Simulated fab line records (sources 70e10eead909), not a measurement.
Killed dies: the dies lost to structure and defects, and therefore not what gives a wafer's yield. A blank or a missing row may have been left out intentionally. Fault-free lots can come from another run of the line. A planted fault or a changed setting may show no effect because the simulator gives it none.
Comparing a struck lot with a sound one ; flow nandHarc ; 13 out of 1159 route steps
Sound: the wafers L120.2, L120.3, L120.4. The struck wafers were L135.2, L135.5, L135.6. Last of all comes the cause.
Order at every step that has rows: each side's tool, ch and its chambers, its first start. Under that, the readings that differ: sound wafers ; struck wafers ; difference of the means ; sigmas: that difference in standard deviations of wafers without a fault.
alike: same words and numbers on both sides, and readings whose means sit less than 2 such deviations apart. not compared: any withheld reading, any reading some wafer has no value for, any bound like >300 that may hide the same value, and any number with overlapping values for which the record gives no deviation.
A row with sigmas, a row that says differs or no value, or rows on one side alone: a step with any of these is where the two part. Numbers that have no deviation but don't overlap get no sigmas and don't part them. Lack of a reading on every wafer of one side parts them only where that side has two or more wafers.

first, 1 step without rows for these wafers: NHARC_A_ONON_D1_DEP_03 (target thk 1000 nm).
NHARC_A_ONON_D1_THK_MEAS_05: measures by ellipsometry.
  sound: filmMetro-01 at day 8 16:26; struck: filmMetro-02 at day 12 04:37
  alike: thkNm
following that, 1 step holds no rows for these wafers, namely NHARC_A_ONON_D1_DEP_06 (target thickness 1000 nm).
NHARC_A_ONON_D1_THK_MEAS_08: measures by ellipsometry.
  sound: filmMetro-01 at day 8 17:00; struck: filmMetro-01 at day 12 05:11
  alike: thkNm
following that, 1 step holds no rows for these wafers, namely NHARC_A_ONON_D1_DEP_09 (target thickness 1000 nm).
NHARC_A_ONON_D1_THK_MEAS_11: measures by ellipsometry.
  sound: filmMetro-02 at day 8 17:34; struck: filmMetro-02 at day 12 05:45
  alike: thkNm
following that, 1 step holds no rows for these wafers, namely NHARC_A_ONON_D1_DEP_12 (target thickness 1000 nm).
NHARC_A_ONON_D1_THK_MEAS_14: measures by ellipsometry.
  sound: filmMetro-02 at day 8 18:08; struck: filmMetro-01 at day 12 06:19
  alike: thkNm
then, 2 steps without rows for these wafers: NHARC_A_ONON_D1_ANNEAL_15 (time 3600 s); NHARC_A_ONON_D1_DEP_16 (target thk 1000 nm).
NHARC_A_ONON_D1_THK_MEAS_18: measures by ellipsometry.
  sound: filmMetro-01 at day 9 01:39; struck: filmMetro-01 at day 12 16:32
  alike: thkNm
NHARC_A_ONON_D1_DEP_19: target thk 1000 nm.
  sound on pecvdOnon-04 ch 0, day 9 01:46; struck on pecvdOnon-04, day 12 16:39
  no value came back on the struck wafers for n2FlowSccm (sccm), n2oFlowSccm (sccm); on the sound wafers n2FlowSccm (sccm) reads 2758 2757 2751
-- break in the record here, with 12 days between the starts of the struck wafers on either side (left off in module A_ONON_D1, picked up again in module END, where the first step shown is number 1159 on the route) --
NHARC_END_SORT_01:
  the record has rows for the struck wafers here (prober-02 ch 0, day 24 12:44) and none for the sound ones

WHERE THEY PART
First at NHARC_A_ONON_D1_DEP_19; last, within this record, at NHARC_END_SORT_01.

WHY: the cause the simulator had injected
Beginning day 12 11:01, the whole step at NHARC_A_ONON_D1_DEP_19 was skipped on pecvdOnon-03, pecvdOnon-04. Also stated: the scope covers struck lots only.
